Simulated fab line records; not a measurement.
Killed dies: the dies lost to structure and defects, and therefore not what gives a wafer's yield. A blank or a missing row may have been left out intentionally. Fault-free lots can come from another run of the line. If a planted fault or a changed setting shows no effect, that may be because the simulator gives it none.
Chamber matching -- flow n5Finfet -- N5_BEOL_M0_SAQP_ILD_DEP_01 on pecvd-04: 3 sister chambers
The step deposits SiOC from DEMS/O2, target thk 45.419 nm, time 8.7 s. 30 wafers are shown with their chamber, then 12 later ones without.

== WAFERS PAIRED WITH THEIR CHAMBERS ==
wafer,chamber,throttleValvePct (%),showerheadPlenumPTorr (Torr),heaterPowerW (W)
L074.1,2,11.7,5.686,399
L074.2,1,13.0,5.691,497
L074.4,2,11.5,5.670,404
L076.1,1,13.6,5.696,414
L076.2,0,12.5,5.709,457
L076.4,1,13.4,5.675,426
L077.1,1,13.4,5.697,489
L077.2,2,11.6,5.678,441
L077.5,2,11.5,5.667,456
L080.1,1,13.4,5.692,487
L080.2,0,12.6,5.684,457
L080.4,0,12.5,5.687,351
L081.2,2,11.6,5.693,388
L081.3,1,13.3,5.673,464
L081.6,0,12.6,5.707,428
L082.1,0,12.5,5.701,396
L082.2,2,11.5,5.681,383
L082.6,2,11.4,5.675,386
L083.1,2,11.9,5.671,438
L083.2,0,12.4,5.690,436
L083.5,1,13.3,5.694,494
L085.1,0,12.1,5.683,430
L085.3,2,11.6,5.670,430
L085.5,0,12.4,5.680,442
L086.1,0,12.4,5.692,365
L086.4,2,11.6,5.666,412
L086.5,0,12.4,5.699,364
L088.1,2,11.6,5.674,409
L088.3,0,12.7,5.690,453
L088.6,1,13.4,5.681,460

SIGNATURES, as means of the wafers listed above
reading,chamber 0,chamber 1,chamber 2,scatter within a chamber
throttleValvePct,12.464,13.350,11.591,0.151
showerheadPlenumPTorr,5.69291,5.68738,5.67555,0.00923
heaterPowerW,416.27,466.38,413.27,32.9
Rule: a wafer's distance from a chamber is the root of the sum, over the readings, of the square of ((its reading less the chamber's mean) divided by the reading's scatter). If the next closest chamber is less than 2 further off than the closest, the wafer can't be placed; otherwise it belongs to the closest. The scatter: the root of (the sum of the squares of (reading less its chamber's mean) over the shown wafers, divided by (wafers less chambers)).

== WAFERS MISSING THEIR CHAMBER ==
wafer,throttleValvePct (%),showerheadPlenumPTorr (Torr),heaterPowerW (W)
L089.3,13.5,5.675,448
L089.4,11.5,5.680,433
L089.6,13.2,5.690,450
L090.4,11.6,5.662,399
L090.5,11.6,5.667,405
L090.6,13.1,5.679,516
L095.1,11.6,5.667,430
L095.3,12.4,5.695,428
L095.5,13.4,5.682,448
L097.2,13.3,5.684,429
L097.3,12.5,5.700,399
L097.4,11.7,5.677,420

== WHICH CHAMBER EACH WENT THROUGH ==
wafer,from the rows above,in truth
L089.3,1,1
L089.4,2,2
L089.6,1,1
L090.4,2,2
L090.5,2,2
L090.6,1,1
L095.1,2,2
L095.3,0,0
L095.5,1,1
L097.2,1,1
L097.3,0,0
L097.4,2,2
Correct placement for 12 of the 12. Can't be placed from these rows: 0. 0 placed wrongly.
